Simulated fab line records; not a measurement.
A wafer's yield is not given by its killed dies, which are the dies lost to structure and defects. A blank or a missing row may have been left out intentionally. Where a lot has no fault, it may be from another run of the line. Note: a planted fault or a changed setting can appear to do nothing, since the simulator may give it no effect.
Which tool did it? | flow nand_harc | route of 1159 steps, sampled at 1 step: 6 lots, 18 wafers

## WHAT EACH GAUGE READ, for each wafer
NHARC_A_CHANNEL_HOLE_D1_INSPECT_12.
lot  | measured     | on                | raw_defect_count
L327 | day 9 01:41  | defect_inspect-01 | 6 4 2
L328 | day 9 03:44  | defect_inspect-01 | 7 6 6
L335 | day 11 07:56 | defect_inspect-01 | 5 7 8
L338 | day 11 08:16 | defect_inspect-01 | 9 3 11
L343 | day 12 16:17 | defect_inspect-02 | 13 4 1
L345 | day 13 00:17 | defect_inspect-02 | 4 6 4

## EACH LOT AND THE TOOL THAT RAN IT (in order: tool; ch and the chambers of the sampled wafers; start)
There is no process step in the record ahead of these readings.

## THE ANSWER, worked out from the rows above alone
Rule: what is usual is taken from the lots themselves. The widest of any qualifying gaps counts: lots, ordered by their means at a reading, are off when they make up no more than a third of the lots, leave a main group of 4 or more, and stand apart from it by 3 or more times the standard deviation of that group's means. The tables above print the reading to a certain number of digits; a main group whose means all agree to those digits is not used. Also off: a lot with no number at a reading for which 4 or more lots have one. Where the step has rows for the other lots, those lots are counted as sound.
Across all readings shown, no lot is off: no conclusion can be drawn from this.

## WHAT THE SIMULATOR HAD INSERTED
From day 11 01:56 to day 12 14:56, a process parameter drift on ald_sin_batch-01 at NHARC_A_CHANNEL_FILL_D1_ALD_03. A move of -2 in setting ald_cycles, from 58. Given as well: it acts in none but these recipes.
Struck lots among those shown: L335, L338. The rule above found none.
